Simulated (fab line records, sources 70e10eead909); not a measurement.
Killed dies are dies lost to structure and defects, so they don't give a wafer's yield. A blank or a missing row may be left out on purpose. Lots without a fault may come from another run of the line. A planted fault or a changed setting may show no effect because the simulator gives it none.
Chamber matching | flow nand_harc | NHARC_A_STAIRCASE_ALD_420 on ald_hk-03: 4 sister chambers
The step deposits SiO2, target thk 20 nm, pulse time 6 s, ald cycles 200. 8 wafers are shown with their chamber, then 12 later ones without.

WAFERS WITH THEIR CHAMBER
wafer  | chamber | heater_power_w (W) | precursor_pulse_height_rel
L080.2 | 1       | 503                | 1.016
L079.6 | 0       | 488                | 0.993
L082.1 | 0       | 484                | 0.984
L082.4 | 3       | 424                | 0.973
L082.5 | 2       | 490                | 1.006
L084.3 | 3       | 421                | 0.986
L084.5 | 2       | 460                | 0.992
L084.6 | 1       | 501                | 1.004

WAFERS WITHOUT THEIR CHAMBER
wafer  | heater_power_w (W) | precursor_pulse_height_rel
L086.1 | 519                | 1.012
L086.2 | 494                | 1.001
L086.6 | 487                | 1.005
L088.1 | 488                | 0.998
L088.2 | 483                | 1.017
L088.3 | 430                | 0.991
L089.1 | 496                | 0.958
L089.3 | 433                | 0.979
L089.5 | 483                | 1.032
L094.1 | 458                | 1.010
L094.3 | 439                | 1.000
L094.4 | 477                | 0.983

WHICH CHAMBER EACH WENT THROUGH
wafer  | from the rows above          | in truth
L086.1 | 1                            | 1
L086.2 | can't be placed: 1 or 0 or 2 | 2
L086.6 | can't be placed: 2 or 1 or 0 | 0
L088.1 | can't be placed: 0 or 2 or 1 | 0
L088.2 | can't be placed: 1 or 2 or 0 | 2
L088.3 | 3                            | 3
L089.1 | can't be placed: 0 or 2      | 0
L089.3 | 3                            | 3
L089.5 | can't be placed: 1 or 2 or 0 | 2
L094.1 | can't be placed: 2 or 0      | 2
L094.3 | can't be placed: 3 or 2 or 0 | 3
L094.4 | can't be placed: 0 or 2      | 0
Placed correctly: 3 of 12. Can't be placed from these rows: 9 (the true chamber is among the candidates in 9). Placed wrongly: 0.
How it was worked out, from the rows above alone: a wafer's distance from a chamber is the root of the sum, over the readings, of the square of ((its reading less the chamber's mean) divided by the reading's scatter). The wafer belongs to the nearest chamber; if the next one is less than 2 further off, it can't be placed. A chamber's mean is the mean of its shown wafers. The scatter: the root of (the sum of the squares of (reading less its chamber's mean) over the shown wafers, divided by (wafers less chambers)).
